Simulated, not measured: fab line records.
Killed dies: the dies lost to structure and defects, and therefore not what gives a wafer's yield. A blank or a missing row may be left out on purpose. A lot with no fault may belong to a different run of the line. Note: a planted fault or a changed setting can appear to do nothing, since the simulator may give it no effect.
Code-filled problem report in 8D (eight disciplines) form | flow n5 finfet | the parts of the form that need people (team, actions taken, sign-off) are left out
Where a reading is given only as a bound, like >300, the bound stands for it, and a mean or a difference that rests on one is marked > or <: the true number lies beyond.

## 1. THE ISSUE
raw defect count at N5_HKMG_FIN_INSPECT_14 reads a mean of >300 on 6 wafers of 2 lots; wafers without a fault read 2.0 with a standard deviation of 1.4. So: +99 or more standard deviations from the usual mean.
The step: inspects for defects (macro).
Seen first at day 7 17:31 on defect inspect-01, wafer L423.2. Wafers with a number at this step in the record: 27, from 9 lots. By rule, "out" or "out of limits" means more than 4 standard deviations away from the usual mean. All remaining wafers that have a number are taken as sound.

## 2. WHAT IT IS; WHAT IT IS NOT
question                    | is                                   | is not
which readings at this step | raw defect count                     | -
which lots                  | L423, L425                           | L411, L415, L418, L420, L428, L430, L432
which wafers of those lots  | all that have a number               | -
read on which gauges        | defect inspect-01, defect inspect-02 | -
when                        | from day 7 17:31                     | up to then (12 sound wafers); but 9 sound wafers of L428, L430, L432 came after

## 3. THE SUSPECTS, EACH WITH WHAT RULES IT OUT
Counting: a tool at any process step up to the reading remains a suspect when it ran all the lots that are out and ran no sound lot after the first of those.
- the gauge at N5_HKMG_FIN_INSPECT_14 is ruled out. 2 gauges (defect inspect-01, defect inspect-02) read the wafers that are out.
- rie diel-03 at N5_HKMG_FIN_STRIP_57 (strips in CF4): kept. It ran every lot that is out, first L423 (day 7 14:09), and no sound lot after that; its last sound lot up to then is L418 (day 6 07:17).
- rie diel-03 at N5_HKMG_FIN_STRIP_93 (strips SOC in N2/H2, time 20 s): kept. It ran every lot that is out, first L423 (day 7 14:35), and no sound lot after that; its last sound lot up to then is L418 (day 6 07:44).
- wet bench-02 at N5_HKMG_FIN_WET_ETCH_81 (etches TiN in SC1, stops on HfO2, time 57 s, target depth 6 nm): kept. It ran every lot that is out, first L423 (day 7 16:10), and no sound lot after that; its last sound lot up to then is L420 (day 6 18:52).
The count leaves rie diel-03 at N5_HKMG_FIN_STRIP_57, rie diel-03 at N5_HKMG_FIN_STRIP_93, and wet bench-02 at N5_HKMG_FIN_WET_ETCH_81.

## 4. THE CAUSE (what the simulator had put in)
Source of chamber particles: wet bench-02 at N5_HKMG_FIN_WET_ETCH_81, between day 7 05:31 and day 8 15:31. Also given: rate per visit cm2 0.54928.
Counting left 3 suspects, and this tool is among them.

## 5. THE EFFECT CHAIN, in route order
One row per reading whose mean, taken over the struck wafers that have a number, lies over 3 standard deviations from the usual. Only readings for which the record gives a usual standard deviation are gone through. hours: the time from each lot's start at the first step in this table that gives one to its start at this step, as a median over the lots. sigmas: the change in usual standard deviations.
hours | step                    | reading              | usual  | on struck wafers | change | sigmas
0     | N5_HKMG_FIN_INSPECT_14  | raw defect count     | 2.0    | >300             | >+298  | +99 or more
195   | N5_PASSIVATION_PROBE_49 | defect limited yield | 91.6 % | 85.4             | -6.2   | -3.9
195   | N5_PASSIVATION_PROBE_49 | killed at front end  | 39     | 126              | +87    | +7.2
195   | N5_PASSIVATION_PROBE_49 | killed dies          | 100    | 172              | +72    | +3.8
195   | N5_PASSIVATION_PROBE_49 | sort_bin_5_function  | 5.0 %  | 9.0              | +4.0   | +3.7
195   | N5_PASSIVATION_PROBE_49 | sort n pass          | 1080   | 1008             | -72    | -4.0
195   | N5_PASSIVATION_PROBE_49 | sort yield pct       | 91.6 % | 85.4             | -6.2   | -3.9
It contains these process steps:
- N5_PASSIVATION_PROBE_49
At these later measuring or inspecting steps, every struck wafer for which the step has a row has a number for every such reading, and none has moved that far: N5_BEOL_M4_RC_MEAS_101.

## 6. WHAT WOULD HAVE CAUGHT IT SOONER
Counted from the fault's start at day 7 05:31, it took 12 hours until the first out-of-limits reading at a measuring or inspecting step in this record, taken at day 7 17:31.
Tool readings at N5_HKMG_FIN_WET_ETCH_81 with a usual standard deviation given in the record: none out on any struck wafer, hence no alarm at a limit of 4 standard deviations on them.
Among the 2 lots that are out, L425 began N5_HKMG_FIN_WET_ETCH_81 on wet bench-02 after day 7 17:31. A tool hold placed at that time would have kept it from harm.
